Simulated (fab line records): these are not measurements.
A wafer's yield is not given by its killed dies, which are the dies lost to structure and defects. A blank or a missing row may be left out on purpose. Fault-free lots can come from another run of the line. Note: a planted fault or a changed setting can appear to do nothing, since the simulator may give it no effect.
A struck lot beside a sound one ; flow n5 finfet ; 14 steps out of a route of 1938
Sound: these wafers, L285.1, L285.2, L285.4. Struck: wafers L294.2, L294.3. (L294.5 of the same lot was not struck and is left out.) The cause comes at the end.
At each step with rows: each side's tool, then ch and its chambers, then its first start. Under that, the readings that differ: sound wafers ; struck wafers ; difference of the means ; sigmas: that difference in standard deviations of wafers without a fault.
alike: readings whose means differ by less than 2 such deviations, and words and numbers that are the same on both sides. not compared: withheld readings, readings that some wafer has no value for, bounds like >300 that may hide the same value, and numbers for which the record gives no deviation and whose values overlap.
The two part at a step that has a row with sigmas, a row that says differs or no value, or rows on one side only. Numbers that have no deviation but don't overlap get no sigmas and don't part them. A reading that every wafer of one side lacks parts them only if that side has two wafers or more.

first, 7 steps without rows for these wafers: N5_BEOL_M11_COAT_64 (time 60 s, resist thk 30 nm); N5_BEOL_M11_COAT_22 (resist thk 90 nm); N5_BEOL_M11_EBR_24; N5_BEOL_M11_SOFTBAKE_23 (time 60 s); N5_BEOL_M11_EXPOSE_25 (exposes mask V10); N5_BEOL_M11_PEB_26 (peb time 60 s); N5_BEOL_M11_DEVELOP_27 (develop time 30 s).
N5_BEOL_M11_CD_MEAS_28: the cd target is 70 nm.
  sound on cd sem-02 ch 0, day 12 23:36; struck on cd sem-02 ch 0, day 15 17:29
  alike: cd nm
N5_BEOL_M11_OVL_MEAS_29:
  sound on overlay-02 ch 0, day 12 23:38; struck on overlay-01 ch 0, day 15 17:31
  alike: V10_OVL
N5_BEOL_M11_INSPECT_30: inspects for defects (brightfield).
  sound on defect inspect-02 at day 12 23:39; struck on defect inspect-02 at day 15 17:32
  alike: raw defect count
N5_BEOL_M11_DESCUM_33: chemistry O2, time 7.9 s.
  sound on rie diel-06 ch 0,2,3, day 12 23:41; struck on rie diel-06 ch 1,3, day 15 17:35
  alike: drypump motor current A, oes product au, rf fwd power W, rf vpp V, showerhead plenum p Torr, temp c, throttle valve pct
  not compared: rf hours counter h
N5_BEOL_M11_ETCH_65: etches SiARC in CF4, target depth 39 nm, time 65 s.
  sound on rie diel-06 ch 0,2,3, day 12 23:43; struck on rie diel-06 ch 1,3, day 15 17:37
  alike: drypump motor current A, etch rf on time s, oes product au, rf fwd power W, rf vpp V, showerhead plenum p Torr, throttle valve pct
  not compared: rf hours counter h
N5_BEOL_M11_ETCH_66: etches SOC in N2/H2, target depth 120 nm, overetch 24 nm, time 180 s.
  sound on rie diel-06 ch 0,2,3, day 12 23:46; struck on rie diel-06 ch 1,3, day 15 17:40
reading;sound;struck;difference;sigmas
rf fwd power W (W);841 837 838;- -;no value on the struck wafers;
run length s (s);202.3 203.4 203.4;186.9 187.1;-16.0;-35
model.SiARC_of_BEOL_M11_COAT_64.thk nm (nm);22.8 22.8 22.8;23.4 23.6;+0.7;
  alike: drypump motor current A, n2 flow sccm, oes product au, rf vpp V, showerhead plenum p Torr, temp c, throttle valve pct
  not compared: rf hours counter h
then, 1 step without rows for these wafers: N5_BEOL_M11_STRIP_69 (strips in N2/H2).

WHERE THEY PART
Within this record, at N5_BEOL_M11_ETCH_66 only.

WHY: what the simulator had put in
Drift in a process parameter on rie diel-06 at N5_BEOL_M11_ETCH_66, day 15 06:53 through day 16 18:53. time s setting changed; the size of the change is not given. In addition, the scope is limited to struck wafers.
